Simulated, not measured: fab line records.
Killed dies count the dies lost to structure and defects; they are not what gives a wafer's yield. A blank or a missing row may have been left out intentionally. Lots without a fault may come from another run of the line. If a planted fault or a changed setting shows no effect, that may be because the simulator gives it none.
Problem report in the 8D (eight disciplines) form, filled by code    flow n5Finfet    the parts of the form that need people (team, actions taken, sign-off) are left out

1. WHAT WENT WRONG
Mean of barrierFieldEndpointS at N5_BEOL_M8_CMP_52: 16.4 s across 6 wafers in 2 lots; on wafers with no fault it is 29.1 s (standard deviation 0.88). That is -14 standard deviations from the usual mean.
The step: polishes, stops on SiCOH lowk, t overpolish 6.9 s, target thk 80 nm.
The first sign was on wafer L801.4 at day 12 11:04, on cmp-02. At this step, 36 wafers from 14 lots have a number in the record. By rule, "out" or "out of limits" means more than 4 standard deviations away from the usual mean. All remaining wafers that have a number are taken as sound.

2. WHAT IT IS; WHAT IT IS NOT
question                     is                                      is not
which readings at this step  barrierFieldEndpointS, timeToEndpointS  overpolishRunS, platenRpm
which lots                   L801, L802                              L792, L793, L797, L799, L800, L803, L808, L809, L810, L811, L814, L815
which wafers of those lots   all that have a number                  -
read on which tools          cmp-02                                  cmp-03, cmp-04
when                         from day 12 11:04                       up to then (13 sound wafers); but 17 sound wafers of L803, L808, L809, L810, L811, L814, L815 came after

3. THE SUSPECTS, EACH WITH WHAT RULES IT OUT
Counting: a tool at any process step up to the reading remains a suspect when it ran all the lots that are out and ran no sound lot after the first of those.
- cmp-02 at N5_BEOL_M8_CMP_52 (polishes, stops on SiCOH lowk, t overpolish 6.9 s, target thk 80 nm): kept. All lots that are out passed through it, beginning with L801 at day 12 11:04, and no sound lot followed; its final sound lot before that point was L799 at day 11 17:01. Its own readings are out on those wafers: barrierFieldEndpointS, timeToEndpointS.
The count leaves cmp-02 at N5_BEOL_M8_CMP_52.

4. THE CAUSE (what the simulator had put in)
Drift in process parameters on cmp-02 at N5_BEOL_M8_CMP_52, starting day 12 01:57. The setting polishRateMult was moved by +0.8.
This tool alone remained once counting was done.

5. THE CHAIN OF EFFECTS, in route order
Rows list readings where the struck wafers' mean (over those with a number) sits beyond 3 standard deviations from the usual. Only readings for which the record gives a usual standard deviation are gone through. hours: the time from each lot's start at the first step in this table that gives one to its start at this step, as a median over the lots. sigmas: the change in usual standard deviations.
hours  step               reading                usual   on struck wafers  change  sigmas
0      N5_BEOL_M8_CMP_52  barrierFieldEndpointS  29.1 s  16.4              -12.7   -14
0      N5_BEOL_M8_CMP_52  timeToEndpointS        63 s    37                -26     -6.6
It contains these process steps:
- N5_BEOL_M8_CMP_52: polishes, stops on SiCOH lowk, t overpolish 6.9 s, target thk 80 nm.

6. WHAT WOULD HAVE CAUGHT IT SOONER
First out-of-limits reading in this record: day 12 11:04, which is 9 hours after fault onset at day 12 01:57.
